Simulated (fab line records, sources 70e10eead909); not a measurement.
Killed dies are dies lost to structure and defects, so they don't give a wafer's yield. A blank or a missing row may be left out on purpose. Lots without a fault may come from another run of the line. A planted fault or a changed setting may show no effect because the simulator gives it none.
Which tool did it? | flow nand_harc | 23 lots, 69 wafers sampled, at 5 steps of a route of 1302

WHAT THE GAUGES READ, wafer by wafer
NHARC_A_SOURCE_PLATE_THK_MEAS_06: measures by ellipsometry. Usual: thk_nm 199.4 nm, standard deviation 2.1.
lot  | measured     | on            | thk_nm (nm)       | flag
L075 | day 8 05:52  | film_metro-01 | 198.4 196.9 197.3 |
L076 | day 8 19:17  | film_metro-02 | 200.7 199.6 200.3 |
L077 | day 9 04:41  | film_metro-01 | 199.6 198.9 196.0 |
L078 | day 9 04:41  | film_metro-02 | 195.9 196.1 196.0 |
L079 | day 9 14:00  | film_metro-01 | 198.5 200.5 196.9 |
L080 | day 10 06:31 | film_metro-02 | 202.2 200.0 200.9 |
L081 | day 10 23:11 | film_metro-02 | 202.9 203.6 204.0 |
L082 | day 10 23:11 | film_metro-01 | 200.5 199.3 201.5 |
L084 | day 11 20:39 | film_metro-02 | 202.8 200.0 199.5 |
L083 | day 11 20:39 | film_metro-01 | 200.0 202.9 198.8 |
L085 | day 12 06:04 | film_metro-01 | 200.2 200.8 200.6 |
L086 | day 12 15:32 | film_metro-02 | 201.6 204.0 203.0 |
L088 | day 13 13:19 | film_metro-01 | 196.9 196.8 197.7 |
L087 | day 13 13:19 | film_metro-02 | 198.5 197.3 199.2 |
L089 | day 13 21:10 | film_metro-02 | 199.8 196.9 195.8 |
L090 | day 14 16:29 | film_metro-01 | 199.2 198.5 200.8 |
L091 | day 14 16:29 | film_metro-02 | 199.5 199.1 197.4 |
L092 | day 15 01:24 | film_metro-01 | 200.1 197.7 200.5 |
L093 | day 15 11:20 | film_metro-01 | 198.0 196.9 199.4 |
L094 | day 15 23:30 | film_metro-01 | 197.6 197.4 198.7 |
L095 | day 16 14:11 | film_metro-01 | 200.3 198.8 199.5 |
L096 | day 16 22:58 | film_metro-01 | 201.4 200.1 200.8 |
L097 | day 17 08:14 | film_metro-01 | 202.0 200.9 203.6 |

WHICH TOOL RAN EACH LOT (tool, then ch and the chambers of the sampled wafers, then the start)
lot  | NHARC_P_M1_PRE_CLEAN_30                 | NHARC_P_BONDPAD_DESCUM_11          | NHARC_P_BONDPAD_ETCH_12                       | NHARC_P_BONDPAD_ETCH_24
L075 | pvd_sputter-03, day 7 01:55 or earlier  | rie_diel-04 ch 0,2,3, day 7 01:55  | rie_diel-04 ch 0,2,3, day 7 02:33 or earlier  | rie_diel-04 ch 2,3, day 7 02:33
L076 | pvd_sputter-02, day 7 14:38 or earlier  | rie_diel-08 ch 0,3, day 7 14:38    | rie_diel-08 ch 0,2, day 8 19:17 or earlier    | rie_diel-03 ch 0,1, day 8 19:17 or earlier
L077 | pvd_sputter-03, day 8 03:12 or earlier  | rie_diel-08 ch 2,3, day 8 03:12    | rie_diel-08 ch 0,1,2, day 9 04:41 or earlier  | rie_diel-03 ch 0,1,3, day 9 04:41 or earlier
L078 | pvd_sputter-01, day 8 03:51 or earlier  | rie_diel-04 ch 1,2, day 8 03:51    | rie_diel-04 ch 0,2,3, day 9 04:41 or earlier  | rie_diel-08 ch 0,2,3, day 9 04:41 or earlier
L079 | pvd_sputter-02, day 8 13:03 or earlier  | rie_diel-03 ch 0,1,3, day 8 13:03  | rie_diel-03 ch 0,1, day 9 14:00 or earlier    | rie_diel-03 ch 1,3, day 9 14:00 or earlier
L080 | pvd_sputter-01, day 9 05:07 or earlier  | rie_diel-04 ch 2,3, day 9 05:07    | rie_diel-04 ch 0,3, day 10 06:31 or earlier   | rie_diel-03 ch 0,1, day 10 06:31 or earlier
L081 | pvd_sputter-01, day 9 21:11 or earlier  | rie_diel-03 ch 0,2,3, day 9 21:11  | rie_diel-03 ch 0,1,2, day 10 23:11 or earlier | rie_diel-08 ch 0,1,2, day 10 23:11 or earlier
L082 | pvd_sputter-02, day 9 21:56 or earlier  | rie_diel-03 ch 1,2, day 9 21:56    | rie_diel-03 ch 1,2, day 10 23:11 or earlier   | rie_diel-04 ch 0,1,3, day 10 23:11 or earlier
L084 | pvd_sputter-01, day 10 16:36 or earlier | rie_diel-04 ch 1,3, day 10 16:36   | rie_diel-04 ch 2,3, day 11 20:39 or earlier   | rie_diel-08 ch 2,3, day 11 20:39 or earlier
L083 | pvd_sputter-02, day 10 17:05 or earlier | rie_diel-04 ch 2,3, day 10 17:05   | rie_diel-04 ch 1,2, day 11 20:39 or earlier   | rie_diel-08 ch 0,1, day 11 20:39 or earlier
L085 | pvd_sputter-02, day 11 03:50 or earlier | rie_diel-03 ch 2,3, day 11 03:50   | rie_diel-03 ch 0,2,3, day 11 04:29 or earlier | rie_diel-08 ch 0,2, day 11 04:29
L086 | pvd_sputter-02, day 11 13:55 or earlier | rie_diel-08 ch 0,2, day 11 13:55   | rie_diel-08 ch 0,2, day 11 14:31 or earlier   | rie_diel-08 ch 0,2,3, day 11 14:31
L088 | pvd_sputter-02, day 12 11:35 or earlier | rie_diel-03 ch 0,1,2, day 12 11:35 | rie_diel-03 ch 0,1,2, day 13 13:19 or earlier | rie_diel-08 ch 0,1,3, day 13 13:19 or earlier
L087 | pvd_sputter-03, day 12 12:40 or earlier | rie_diel-03 ch 0,2,3, day 12 12:40 | rie_diel-03 ch 0,1,3, day 13 13:19 or earlier | rie_diel-08 ch 0,2,3, day 13 13:19 or earlier
L089 | pvd_sputter-03, day 12 18:52 or earlier | rie_diel-03 ch 1,2,3, day 12 18:52 | rie_diel-03 ch 0,3, day 13 21:10 or earlier   | rie_diel-08 ch 0,2,3, day 13 21:10 or earlier
L090 | pvd_sputter-03, day 13 09:46 or earlier | rie_diel-03 ch 0,1, day 13 09:46   | rie_diel-03 ch 0,2,3, day 14 16:29 or earlier | rie_diel-08 ch 0,1, day 14 16:29 or earlier
L091 | pvd_sputter-02, day 13 17:19 or earlier | rie_diel-08 ch 1,2,3, day 13 17:19 | rie_diel-08 ch 0,2, day 14 16:29 or earlier   | rie_diel-03 ch 1,2,3, day 14 16:29 or earlier
L092 | pvd_sputter-02, day 14 00:55 or earlier | rie_diel-08 ch 1,2,3, day 14 00:55 | rie_diel-08 ch 2,3, day 15 01:24 or earlier   | rie_diel-03 ch 0,1,3, day 15 01:24 or earlier
L093 | pvd_sputter-03, day 14 09:58 or earlier | rie_diel-03 ch 0,1,3, day 14 09:58 | rie_diel-03 ch 0,1, day 15 11:20 or earlier   | rie_diel-03 ch 1,3, day 15 11:20 or earlier
L094 | pvd_sputter-03, day 14 22:13 or earlier | rie_diel-03 ch 0,2,3, day 14 22:13 | rie_diel-03 ch 0,2, day 15 23:30 or earlier   | rie_diel-04 ch 0,2,3, day 15 23:30 or earlier
L095 | pvd_sputter-01, day 15 13:02 or earlier | rie_diel-03 ch 0,1, day 15 13:02   | rie_diel-03 ch 2,3, day 15 13:37 or earlier   | rie_diel-04 ch 0,1, day 15 13:37
L096 | pvd_sputter-03, day 15 19:19 or earlier | rie_diel-03 ch 0,1, day 15 19:19   | rie_diel-03 ch 0,1,3, day 16 22:58 or earlier | rie_diel-08 ch 0,2,3, day 16 22:58 or earlier
L097 | pvd_sputter-01, day 16 06:40 or earlier | rie_diel-03 ch 0,2,3, day 16 06:40 | rie_diel-03 ch 0,3, day 17 08:14 or earlier   | rie_diel-08 ch 0,2,3, day 17 08:14 or earlier
- NHARC_P_M1_PRE_CLEAN_30: time 30 s.
- NHARC_P_BONDPAD_DESCUM_11: chemistry O2, time 3 s.
- NHARC_P_BONDPAD_ETCH_12: etches the open film in CHF3/O2, target depth 200 nm, time 100 s.
- NHARC_P_BONDPAD_ETCH_24: etches the open film in CF4/N2, target depth 30 nm, time 72.99 s.

WHAT THE TOOLS THEMSELVES READ (means of the sampled wafers that have a number; where no wafer has one, the mark that the record gives instead)
NHARC_P_M1_PRE_CLEAN_30. Usual: heater_power_w 417 W, standard deviation 40.
lot  | tool           | heater_power_w (W) | flag
L075 | pvd_sputter-03 | 408                |
L076 | pvd_sputter-02 | 411                |
L077 | pvd_sputter-03 | 387                |
L078 | pvd_sputter-01 | 399                |
L079 | pvd_sputter-02 | 436                |
L080 | pvd_sputter-01 | 413                |
L081 | pvd_sputter-01 | 388                |
L082 | pvd_sputter-02 | 438                |
L084 | pvd_sputter-01 | 390                |
L083 | pvd_sputter-02 | 448                |
L085 | pvd_sputter-02 | 432                |
L086 | pvd_sputter-02 | 439                |
L088 | pvd_sputter-02 | 436                |
L087 | pvd_sputter-03 | 431                |
L089 | pvd_sputter-03 | 397                |
L090 | pvd_sputter-03 | 401                |
L091 | pvd_sputter-02 | 448                |
L092 | pvd_sputter-02 | 437                |
L093 | pvd_sputter-03 | 411                |
L094 | pvd_sputter-03 | 380                |
L095 | pvd_sputter-01 | 395                |
L096 | pvd_sputter-03 | 427                |
L097 | pvd_sputter-01 | 416                |

NHARC_P_BONDPAD_DESCUM_11. Usual: drypump_motor_current_A 5.5 A, standard deviation 0.4; oes_product_au 0.996 a.u., standard deviation 0.012; rf_vpp_V 57.8 V, standard deviation 0.92; showerhead_plenum_p_Torr 1.92 Torr, standard deviation 0.085; throttle_valve_pct 11.311 %, standard deviation 0.0093.
lot  | tool        | drypump_motor_current_A (A) | oes_product_au (a.u.) | rf_vpp_V (V) | showerhead_plenum_p_Torr (Torr) | throttle_valve_pct (%) | flag
L075 | rie_diel-04 | 5.5                         | 1.007                 | 57.6         | 1.89                            | 11.321                 |
L076 | rie_diel-08 | 5.6                         | 1.002                 | 57.6         | 1.85                            | 11.308                 |
L077 | rie_diel-08 | 5.3                         | 1.004                 | 57.8         | 1.96                            | 11.302                 |
L078 | rie_diel-04 | 5.3                         | 0.997                 | 57.9         | 1.97                            | 11.302                 |
L079 | rie_diel-03 | 5.7                         | 1.003                 | 57.2         | 1.96                            | 11.312                 |
L080 | rie_diel-04 | 5.4                         | 0.989                 | 57.1         | 1.88                            | 11.313                 |
L081 | rie_diel-03 | 5.7                         | 1.002                 | 56.8         | 1.90                            | 11.313                 |
L082 | rie_diel-03 | 5.1                         | 1.012                 | 58.1         | 1.97                            | 11.308                 |
L084 | rie_diel-04 | 5.1                         | 0.988                 | 58.4         | 1.88                            | 11.310                 |
L083 | rie_diel-04 | 5.5                         | 0.990                 | 57.3         | 1.88                            | 11.316                 |
L085 | rie_diel-03 | 5.4                         | 0.991                 | 57.5         | 1.87                            | 11.305                 |
L086 | rie_diel-08 | 5.6                         | 0.999                 | 57.4         | 1.96                            | 11.306                 |
L088 | rie_diel-03 | 5.4                         | 1.005                 | 58.5         | 1.95                            | 11.322                 |
L087 | rie_diel-03 | 5.7                         | 0.996                 | 58.3         | 1.90                            | 11.309                 |
L089 | rie_diel-03 | 5.4                         | 0.995                 | 58.1         | 1.92                            | 11.319                 |
L090 | rie_diel-03 | 5.5                         | 1.008                 | 57.9         | 2.01                            | 11.317                 |
L091 | rie_diel-08 | 5.5                         | 1.001                 | 58.4         | 1.94                            | 11.309                 |
L092 | rie_diel-08 | 5.5                         | 0.999                 | 58.4         | 1.94                            | 11.310                 |
L093 | rie_diel-03 | 5.7                         | 0.983                 | 57.3         | 1.96                            | 11.320                 |
L094 | rie_diel-03 | 5.7                         | 0.984                 | 58.3         | 1.90                            | 11.315                 |
L095 | rie_diel-03 | 5.4                         | 0.996                 | 57.9         | 2.01                            | 11.311                 |
L096 | rie_diel-03 | 5.8                         | 0.990                 | 58.0         | 1.98                            | 11.308                 |
L097 | rie_diel-03 | 5.7                         | 0.988                 | 58.3         | 1.90                            | 11.307                 |

NHARC_P_BONDPAD_ETCH_12. Usual: drypump_motor_current_A 5.5 A, standard deviation 0.41; oes_product_au 0.936 a.u., standard deviation 0.025; rf_vpp_V 371.1 V, standard deviation 2.2; showerhead_plenum_p_Torr 2.42 Torr, standard deviation 0.099; throttle_valve_pct 20.572 %, standard deviation 0.0086.
lot  | tool        | drypump_motor_current_A (A) | oes_product_au (a.u.) | rf_vpp_V (V) | showerhead_plenum_p_Torr (Torr) | throttle_valve_pct (%) | flag
L075 | rie_diel-04 | 5.5                         | 0.925                 | 370.4        | 2.37                            | 20.582                 |
L076 | rie_diel-08 | 5.4                         | 0.931                 | 373.1        | 2.50                            | 20.573                 |
L077 | rie_diel-08 | 5.6                         | 0.925                 | 371.4        | 2.48                            | 20.569                 |
L078 | rie_diel-04 | 5.5                         | 0.919                 | 370.3        | 2.38                            | 20.569                 |
L079 | rie_diel-03 | 5.4                         | 0.981                 | 373.7        | 2.52                            | 20.572                 |
L080 | rie_diel-04 | 5.3                         | 0.970                 | 367.8        | 2.29                            | 20.573                 |
L081 | rie_diel-03 | 5.5                         | 0.936                 | 371.3        | 2.45                            | 20.571                 |
L082 | rie_diel-03 | 5.1                         | 0.974                 | 372.0        | 2.48                            | 20.573                 |
L084 | rie_diel-04 | 5.6                         | 0.911                 | 372.5        | 2.46                            | 20.560                 |
L083 | rie_diel-04 | 5.5                         | 0.910                 | 373.4        | 2.51                            | 20.566                 |
L085 | rie_diel-03 | 5.7                         | 0.927                 | 369.8        | 2.39                            | 20.570                 |
L086 | rie_diel-08 | 5.6                         | 0.928                 | 371.9        | 2.46                            | 20.567                 |
L088 | rie_diel-03 | 5.5                         | 0.932                 | 370.9        | 2.45                            | 20.569                 |
L087 | rie_diel-03 | 5.7                         | 0.971                 | 371.4        | 2.45                            | 20.570                 |
L089 | rie_diel-03 | 6.1                         | 0.966                 | 371.3        | 2.43                            | 20.563                 |
L090 | rie_diel-03 | 5.7                         | 0.962                 | 369.4        | 2.38                            | 20.576                 |
L091 | rie_diel-08 | 5.6                         | 0.927                 | 372.0        | 2.46                            | 20.580                 |
L092 | rie_diel-08 | 5.4                         | 0.955                 | 371.8        | 2.46                            | 20.574                 |
L093 | rie_diel-03 | 5.8                         | 0.920                 | 372.8        | 2.49                            | 20.579                 |
L094 | rie_diel-03 | 5.8                         | 0.913                 | 370.9        | 2.42                            | 20.578                 |
L095 | rie_diel-03 | 5.6                         | 0.908                 | 369.2        | 2.35                            | 20.579                 |
L096 | rie_diel-03 | 5.7                         | 0.937                 | 371.6        | 2.45                            | 20.571                 |
L097 | rie_diel-03 | 6.0                         | 0.912                 | 371.2        | 2.43                            | 20.569                 |

NHARC_P_BONDPAD_ETCH_24. Usual: drypump_motor_current_A 5.5 A, standard deviation 0.35; oes_product_au 0.999 a.u., standard deviation 0.012; rf_vpp_V 314.6 V, standard deviation 1.9; showerhead_plenum_p_Torr 2.65 Torr, standard deviation 0.11; throttle_valve_pct 19.793 %, standard deviation 0.0092.
lot  | tool        | drypump_motor_current_A (A) | oes_product_au (a.u.) | rf_vpp_V (V) | showerhead_plenum_p_Torr (Torr) | throttle_valve_pct (%) | flag
L075 | rie_diel-04 | 5.6                         | 0.991                 | 316.3        | 2.69                            | 19.798                 |
L076 | rie_diel-03 | 5.4                         | 1.026                 | 315.3        | 2.75                            | 19.797                 |
L077 | rie_diel-03 | 5.7                         | 1.005                 | 315.7        | 2.68                            | 19.803                 |
L078 | rie_diel-08 | 5.5                         | 1.004                 | 314.8        | 2.64                            | 19.798                 |
L079 | rie_diel-03 | 5.6                         | 0.997                 | 314.9        | 2.65                            | 19.797                 |
L080 | rie_diel-03 | 5.5                         | 1.014                 | 316.1        | 2.75                            | 19.782                 |
L081 | rie_diel-08 | 5.6                         | 0.994                 | 315.6        | 2.71                            | 19.792                 |
L082 | rie_diel-04 | 5.2                         | 1.000                 | 313.0        | 2.55                            | 19.793                 |
L084 | rie_diel-08 | 5.3                         | 1.011                 | 315.2        | 2.69                            | 19.791                 |
L083 | rie_diel-08 | 5.8                         | 0.991                 | 314.2        | 2.65                            | 19.797                 |
L085 | rie_diel-08 | 5.6                         | 0.997                 | 314.9        | 2.68                            | 19.802                 |
L086 | rie_diel-08 | 5.5                         | 1.005                 | 314.2        | 2.64                            | 19.786                 |
L088 | rie_diel-08 | 5.6                         | 0.993                 | 313.8        | 2.61                            | 19.789                 |
L087 | rie_diel-08 | 5.5                         | 0.995                 | 314.2        | 2.64                            | 19.796                 |
L089 | rie_diel-08 | 5.5                         | 0.998                 | 314.4        | 2.64                            | 19.792                 |
L090 | rie_diel-08 | 5.7                         | 0.991                 | 314.1        | 2.68                            | 19.791                 |
L091 | rie_diel-03 | 5.4                         | 0.996                 | 313.5        | 2.64                            | 19.793                 |
L092 | rie_diel-03 | 5.7                         | 0.991                 | 315.6        | 2.68                            | 19.795                 |
L093 | rie_diel-03 | 5.4                         | 0.996                 | 315.8        | 2.71                            | 19.786                 |
L094 | rie_diel-04 | 5.5                         | 0.997                 | 314.3        | 2.60                            | 19.785                 |
L095 | rie_diel-04 | 5.1                         | 1.010                 | 314.0        | 2.61                            | 19.798                 |
L096 | rie_diel-08 | 5.5                         | 1.006                 | 315.0        | 2.64                            | 19.791                 |
L097 | rie_diel-08 | 5.5                         | 0.996                 | 314.2        | 2.64                            | 19.789                 |

THE ANSWER, worked out from the rows above alone
Rule: a lot is off if the mean of its wafers that have a number lies more than 3 standard deviations from the usual mean. A lot without any number at a reading at which 4 lots or more have one is off too. The other lots that the step has rows for count as sound. The gauges are gone through in route order, then the tools' own readings, and for those a lot's mean is taken as printed above. The first step at which some lot is off is used, and at that step the reading that is off furthest; a lot without a number counts as furthest.
No lot is off at any reading shown: from this, nothing can be told.

WHAT THE SIMULATOR HAD PUT IN
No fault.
